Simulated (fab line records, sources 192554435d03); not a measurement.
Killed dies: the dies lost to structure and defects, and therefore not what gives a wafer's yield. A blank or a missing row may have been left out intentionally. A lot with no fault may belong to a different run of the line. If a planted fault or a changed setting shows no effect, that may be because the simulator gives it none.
Which tool was responsible?    flow n5_finfet    10 lots with 30 wafers sampled at 5 steps, on a route of 1938 steps

WHAT THE GAUGES SHOWED, per wafer
N5_BEOL_M4_RC_MEAS_101. Usual: DIBL_N 36.7 mV/V, standard deviation 1.8; DIBL_P 37.0 mV/V, standard deviation 2.4; IOFF_N 0.17 nA/um, standard deviation 0.036; IOFF_P 0.22 nA/um, standard deviation 0.042; ION_N 673 uA/um, standard deviation 12; ION_P 462 uA/um, standard deviation 8.5; SS_N 71.7 mV/dec, standard deviation 0.62; SS_P 73.4 mV/dec, standard deviation 0.65; VT_N 250 mV, standard deviation 3.7; VT_P -250 mV, standard deviation 3.7.
lot   measured      on         DIBL_N (mV/V)   DIBL_P (mV/V)   IOFF_N (nA/um)  IOFF_P (nA/um)  ION_N (uA/um)  ION_P (uA/um)  SS_N (mV/dec)   SS_P (mV/dec)   VT_N (mV)    VT_P (mV)       flag
L369  day 8 22:50   prober-01  38.0 36.5 37.5  39.7 37.5 39.1  0.19 0.16 0.18  0.24 0.20 0.23  682 676 678    462 460 458    72.3 71.0 71.5  73.6 73.5 74.0  247 250 248  -250 -252 -251  
L370  day 8 20:34   prober-02  38.5 38.2 37.8  39.0 39.0 37.4  0.19 0.21 0.19  0.25 0.24 0.22  671 675 667    461 460 457    71.5 71.9 72.0  73.3 74.6 73.4  250 245 250  -250 -250 -249  
L371  day 9 03:59   prober-02  36.8 36.4 38.0  37.0 36.0 38.4  0.15 0.14 0.18  0.20 0.18 0.21  660 666 667    460 460 457    72.2 71.8 72.5  73.1 73.5 73.6  252 253 251  -253 -255 -253  
L374  day 9 12:34   prober-01  37.7 34.6 35.9  38.4 34.7 35.1  0.17 0.13 0.14  0.21 0.16 0.17  670 671 655    455 456 447    72.2 71.1 71.1  73.5 72.0 73.6  251 252 252  -253 -255 -254  
L380  day 10 21:02  prober-02  37.4 36.3 37.2  38.1 37.3 36.4  0.18 0.16 0.16  0.23 0.23 0.21  675 687 689    459 471 470    71.5 71.8 71.9  74.1 73.4 73.1  248 249 248  -251 -250 -250  
L378  day 10 21:43  prober-01  35.9 35.4 37.8  35.9 35.4 37.7  0.17 0.15 0.20  0.25 0.24 0.29  683 667 672    479 470 474    71.0 72.1 71.9  72.7 72.2 73.1  246 250 245  -243 -244 -243  
L388  day 13 12:44  prober-02  39.0 38.3 39.3  38.1 37.9 38.2  0.20 0.18 0.21  0.21 0.22 0.22  679 678 677    459 469 456    72.0 72.0 72.1  72.6 73.0 73.0  248 247 248  -252 -251 -249  
L389  day 13 12:33  prober-01  35.7 36.7 32.1  34.9 36.2 30.0  0.15 0.17 0.10  0.19 0.22 0.14  678 686 662    461 464 456    71.4 71.0 70.7  73.1 73.8 72.4  251 250 256  -249 -249 -255  
L391  day 14 18:44  prober-02  37.6 36.9 36.6  38.4 37.5 37.7  0.18 0.16 0.16  0.24 0.22 0.23  684 671 676    467 460 469    72.0 71.8 71.8  72.7 73.1 73.9  248 249 249  -250 -254 -251  
L392  day 15 19:44  prober-01  36.6 36.8 35.9  36.4 35.9 35.0  0.15 0.16 0.14  0.19 0.20 0.18  669 682 670    454 464 455    71.8 71.9 71.6  72.8 73.6 73.4  251 248 251  -252 -253 -254  

TOOL THAT RAN EACH LOT (tool first, then ch and the chambers of the sampled wafers, then the start)
lot   N5_BEOL_M3_STRIP_36                 N5_BEOL_M3_PRE_CLEAN_45       N5_BEOL_M3_ANNEAL_80          N5_BEOL_M3_ANNEAL_87
L369  rie_diel-05 ch 0,2,3, day 7 23:06   pvd_sputter-03, day 8 00:03   pvd_sputter-01, day 8 02:29   pvd_sputter-01, day 8 02:56
L370  rie_diel-06 ch 1,3, day 7 23:20     pvd_sputter-01, day 8 00:06   pvd_sputter-02, day 8 02:32   pvd_sputter-02, day 8 02:58
L371  rie_diel-03 ch 0,1,3, day 8 04:13   pvd_sputter-03, day 8 04:59   pvd_sputter-02, day 8 05:52   pvd_sputter-02, day 8 06:19
L374  rie_diel-03 ch 1,2,3, day 8 19:29   pvd_sputter-01, day 8 20:41   pvd_sputter-03, day 8 22:05   pvd_sputter-03, day 8 22:32
L380  rie_diel-03 ch 0,1,3, day 9 23:05   pvd_sputter-02, day 9 23:38   pvd_sputter-02, day 10 00:32  pvd_sputter-02, day 10 00:58
L378  rie_diel-05 ch 0,3, day 9 23:10     pvd_sputter-02, day 9 23:47   pvd_sputter-03, day 10 01:07  pvd_sputter-03, day 10 01:33
L388  rie_diel-05 ch 1,2,3, day 12 05:29  pvd_sputter-02, day 12 06:20  pvd_sputter-02, day 12 07:11  pvd_sputter-02, day 12 07:38
L389  rie_diel-05 ch 0,2,3, day 12 08:25  pvd_sputter-02, day 12 09:10  pvd_sputter-03, day 12 10:23  pvd_sputter-03, day 12 10:49
L391  rie_diel-05 ch 1,2, day 13 13:44    pvd_sputter-03, day 13 14:50  pvd_sputter-01, day 13 15:41  pvd_sputter-01, day 13 16:07
L392  rie_diel-06 ch 0,1,2, day 14 04:16  pvd_sputter-02, day 14 05:08  pvd_sputter-03, day 14 06:31  pvd_sputter-03, day 15 09:38
- N5_BEOL_M3_STRIP_36: strips in N2/H2.
- N5_BEOL_M3_PRE_CLEAN_45: time 30 s.
- N5_BEOL_M3_ANNEAL_80: time 240 s.
- N5_BEOL_M3_ANNEAL_87: time 240 s.

AS READ BY THE TOOLS THEMSELVES (means over the sampled wafers that have a number; for cases with no such wafer, the mark the record gives instead)
N5_BEOL_M3_STRIP_36. Usual: drypump_motor_current_A 5.7 A, standard deviation 0.48; oes_product_au 0.78 a.u., standard deviation 0.063; rf_vpp_V 59.0 V, standard deviation 1.4; showerhead_plenum_p_Torr 2.52 Torr, standard deviation 0.083; throttle_valve_pct 23.6 %, standard deviation 0.3.
lot   tool         drypump_motor_current_A (A)  oes_product_au (a.u.)  rf_vpp_V (V)  showerhead_plenum_p_Torr (Torr)  throttle_valve_pct (%)  flag
L369  rie_diel-05  5.5                          0.79                   58.5          2.55                             23.6                    
L370  rie_diel-06  5.6                          0.78                   59.6          2.45                             23.8                    
L371  rie_diel-03  5.3                          0.83                   58.1          2.56                             23.4                    
L374  rie_diel-03  5.5                          0.81                   59.0          2.52                             23.3                    
L380  rie_diel-03  5.3                          0.81                   58.1          2.56                             23.4                    
L378  rie_diel-05  5.8                          0.71                   59.1          2.52                             23.7                    
L388  rie_diel-05  5.8                          0.81                   60.1          2.53                             23.5                    
L389  rie_diel-05  5.5                          0.75                   60.5          2.54                             23.6                    
L391  rie_diel-05  6.0                          0.85                   59.0          2.50                             23.4                    
L392  rie_diel-06  5.8                          0.73                   59.9          2.51                             23.8                    

N5_BEOL_M3_PRE_CLEAN_45. Usual: heater_power_w at 340 W, with a standard deviation of 37.
lot   tool            heater_power_w (W)  flag
L369  pvd_sputter-03  319                 
L370  pvd_sputter-01  353                 
L371  pvd_sputter-03  314                 
L374  pvd_sputter-01  384                 
L380  pvd_sputter-02  325                 
L378  pvd_sputter-02  327                 
L388  pvd_sputter-02  301                 
L389  pvd_sputter-02  328                 
L391  pvd_sputter-03  339                 
L392  pvd_sputter-02  326                 

N5_BEOL_M3_ANNEAL_80. Usual: heater_power_w 843 W, standard deviation 90; susceptor_temp_C 400.02 C, standard deviation 0.22.
lot   tool            heater_power_w (W)  susceptor_temp_C (C)  flag
L369  pvd_sputter-01  885                 400.02                
L370  pvd_sputter-02  860                 399.81                
L371  pvd_sputter-02  868                 400.20                
L374  pvd_sputter-03  792                 400.13                
L380  pvd_sputter-02  869                 400.05                
L378  pvd_sputter-03  829                 399.76                
L388  pvd_sputter-02  -                   -                     OFF
L389  pvd_sputter-03  -                   -                     OFF
L391  pvd_sputter-01  879                 399.89                
L392  pvd_sputter-03  851                 400.21                

N5_BEOL_M3_ANNEAL_87. Usual: heater_power_w 845 W, standard deviation 92; susceptor_temp_C 399.98 C, standard deviation 0.24.
lot   tool            heater_power_w (W)  susceptor_temp_C (C)  flag
L369  pvd_sputter-01  880                 399.68                
L370  pvd_sputter-02  864                 400.04                
L371  pvd_sputter-02  871                 399.72                
L374  pvd_sputter-03  781                 399.96                
L380  pvd_sputter-02  853                 400.13                
L378  pvd_sputter-03  849                 399.79                
L388  pvd_sputter-02  830                 399.94                
L389  pvd_sputter-03  854                 400.08                
L391  pvd_sputter-01  888                 400.03                
L392  pvd_sputter-03  850                 400.17                

THE ANSWER, worked out from the rows above alone
Rule: a lot counts as off when the mean over its wafers that have a number is more than 3 standard deviations away from the usual mean. A lot without any number at a reading at which 4 lots or more have one is off too. All remaining lots with rows at the step are treated as sound. First the gauges in route order, then the tools' own readings, where a lot's mean is used as printed above. At the first step where some lot is off, the reading lying furthest off is the one used; lots without a number count as furthest.
Off at N5_BEOL_M3_ANNEAL_80 (heater_power_w): L388, L389. Without a number there: L388, L389.
A tool fits if, at that step or a process step before it, it ran every lot that is off, and no sound lot after the first of them. No candidate that was tried fits.

WHAT THE SIMULATOR PUT IN
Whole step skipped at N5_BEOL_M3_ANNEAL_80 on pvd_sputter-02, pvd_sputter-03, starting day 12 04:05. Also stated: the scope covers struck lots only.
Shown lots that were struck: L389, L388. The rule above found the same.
